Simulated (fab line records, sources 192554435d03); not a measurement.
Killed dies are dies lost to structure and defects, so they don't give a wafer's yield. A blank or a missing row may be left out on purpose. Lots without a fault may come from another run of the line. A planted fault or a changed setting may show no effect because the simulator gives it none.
Chamber matching | flow n5_finfet | N5_BEOL_M0_STRIP_142 on rie_diel-04: 4 sister chambers
The step strips in N2/H2, time 10 s. 8 wafers are shown with their chamber, then 9 later ones without.

WAFERS WITH THEIR CHAMBER
wafer  | chamber | oes_product_au (a.u.) | showerhead_plenum_p_Torr (Torr)
L078.4 | 0       | 0.68                  | 2.61
L079.5 | 0       | 0.68                  | 2.61
L080.1 | 1       | 0.67                  | 2.49
L080.3 | 2       | 0.72                  | 2.52
L080.5 | 2       | 0.71                  | 2.53
L084.2 | 3       | 0.94                  | 2.60
L084.4 | 1       | 0.68                  | 2.49
L084.5 | 3       | 0.94                  | 2.60

WAFERS WITHOUT THEIR CHAMBER
wafer  | oes_product_au (a.u.) | showerhead_plenum_p_Torr (Torr)
L094.1 | 0.69                  | 2.51
L094.2 | 0.93                  | 2.49
L094.3 | 0.88                  | 2.59
L095.4 | 0.91                  | 2.60
L095.5 | 0.69                  | 2.51
L095.6 | 0.88                  | 2.59
L097.1 | 0.92                  | 2.48
L097.2 | 0.69                  | 2.51
L097.5 | 0.69                  | 2.51

WHICH CHAMBER EACH WENT THROUGH
wafer  | from the rows above     | in truth
L094.1 | can't be placed: 1 or 2 | 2
L094.2 | 3                       | 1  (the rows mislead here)
L094.3 | 3                       | 3
L095.4 | 3                       | 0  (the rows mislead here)
L095.5 | can't be placed: 1 or 2 | 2
L095.6 | 3                       | 3
L097.1 | 3                       | 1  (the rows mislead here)
L097.2 | can't be placed: 1 or 2 | 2
L097.5 | can't be placed: 1 or 2 | 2
Placed correctly: 2 of 9. Can't be placed from these rows: 4 (the true chamber is among the candidates in 4). Placed wrongly: 3.
How it was worked out, from the rows above alone: a wafer's distance from a chamber is the root of the sum, over the readings, of the square of ((its reading less the chamber's mean) divided by the reading's scatter). The wafer belongs to the nearest chamber; if the next one is less than 2 further off, it can't be placed. A chamber's mean is the mean of its shown wafers. The scatter: the root of (the sum of the squares of (reading less its chamber's mean) over the shown wafers, divided by (wafers less chambers)).
